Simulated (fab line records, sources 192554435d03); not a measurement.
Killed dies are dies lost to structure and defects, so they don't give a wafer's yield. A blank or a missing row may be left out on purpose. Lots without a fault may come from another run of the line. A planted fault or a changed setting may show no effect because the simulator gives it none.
Split-lot experiment | flow n5_finfet | 7 lots, 21 wafers read, on a route of 1938 steps

THE SPLIT
At N5_HKMG_FIN_EXPOSE_46 (exposes mask NDIPOLE), the setting dose_mj was moved away from the recipe's 40 on 9 of the 21 wafers read, by -3.2% to +6.6%. The other wafers ran this setting at the recipe's value.

FROM THE SPLIT TO THE READING: what the file shows between them, 2 steps
- N5_HKMG_FIN_PEB_47: peb time 60 s
- N5_HKMG_FIN_DEVELOP_48: develop time 30 s

THE READING
cd_nm, in nm, at N5_HKMG_FIN_CD_MEAS_49 (target cd 202 nm). Fault-free wafers of this fab line usually give 202.1 nm, standard deviation 0.62 nm.

wafer  | tool, chamber at the split | dose_mj as run | against the recipe | cd_nm, nm | against lot-mates on the recipe
L074.1 | arfi_scanner-03, 0         | 40             | recipe             | 202.5     | -
L074.4 | arfi_scanner-03, 0         | 42.11          | +5.3%              | 205.2     | +2.7
L074.6 | arfi_scanner-03, 0         | 42.11          | +5.3%              | 205.7     | +3.2
L077.1 | arfi_scanner-03, 0         | 42.64          | +6.6%              | 205.9     | +3.8
L077.3 | arfi_scanner-03, 0         | 40             | recipe             | 201.6     | -
L077.5 | arfi_scanner-03, 0         | 40             | recipe             | 202.7     | -
L079.1 | arfi_scanner-02, 0         | 38.78          | -3.0%              | 199.7     | -2.4
L079.3 | arfi_scanner-02, 0         | 40             | recipe             | 202.1     | -
L079.4 | arfi_scanner-02, 0         | 38.78          | -3.0%              | 200.4     | -1.7
L081.1 | arfi_scanner-03, 0         | 40             | recipe             | 202.1     | -
L081.3 | arfi_scanner-03, 0         | 40.96          | +2.4%              | 203.2     | +1.1
L081.6 | arfi_scanner-03, 0         | 40.96          | +2.4%              | 203.1     | +1.0
L087.1 | arfi_scanner-03, 0         | 40             | recipe             | 201.1     | -
L087.2 | arfi_scanner-03, 0         | 40             | recipe             | 200.5     | -
L087.3 | arfi_scanner-03, 0         | 40             | recipe             | 201.3     | -
L088.2 | arfi_scanner-02, 0         | 40             | recipe             | 202.3     | -
L088.3 | arfi_scanner-02, 0         | 40             | recipe             | 202.9     | -
L088.6 | arfi_scanner-02, 0         | 40             | recipe             | 201.7     | -
L092.1 | arfi_scanner-03, 0         | 38.72          | -3.2%              | 200.2     | -2.3
L092.5 | arfi_scanner-03, 0         | 40             | recipe             | 202.5     | -
L092.6 | arfi_scanner-03, 0         | 38.72          | -3.2%              | 200.1     | -2.4

THE FIT
A straight line over all 21 wafers: cd_nm changes by +0.613 nm for each +1% of dose_mj; r = +0.95; the points scatter about the line by 0.58 nm.
The same after taking each lot's own level away (the mean of its wafers on the recipe; 21 wafers): +0.599 nm for each +1%; r = +0.98; scatter 0.37 nm.
On that fit, the largest move of dose_mj shifts the reading by 4 nm.
The lots' own levels span 200.97 to 202.50 nm, that is 2.5 times the standard deviation above.
So the lot-to-lot level changes the slope little: the two slopes agree.
Check: with one of the wafers moved furthest among these (+6.6%) left out of the fit, the line predicts +3.85 nm for it against its lot-mates. It came out at +3.75 nm against them.

OTHER SPLITS ON THESE WAFERS
These wafers also went through other splits before the reading. Each is held against what the fit with the lots' levels taken away leaves over:
other split on the same wafers | wafers away from the commonest value | r with cd_nm (lot level and that fit taken away)
N5_SD_EPI_P_EPI_21 temp_c      | 9                                    | +0.16

THE FILE'S OWN FIT
cd_nm changes by +0.584 nm for each +1% of dose_mj, r = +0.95.
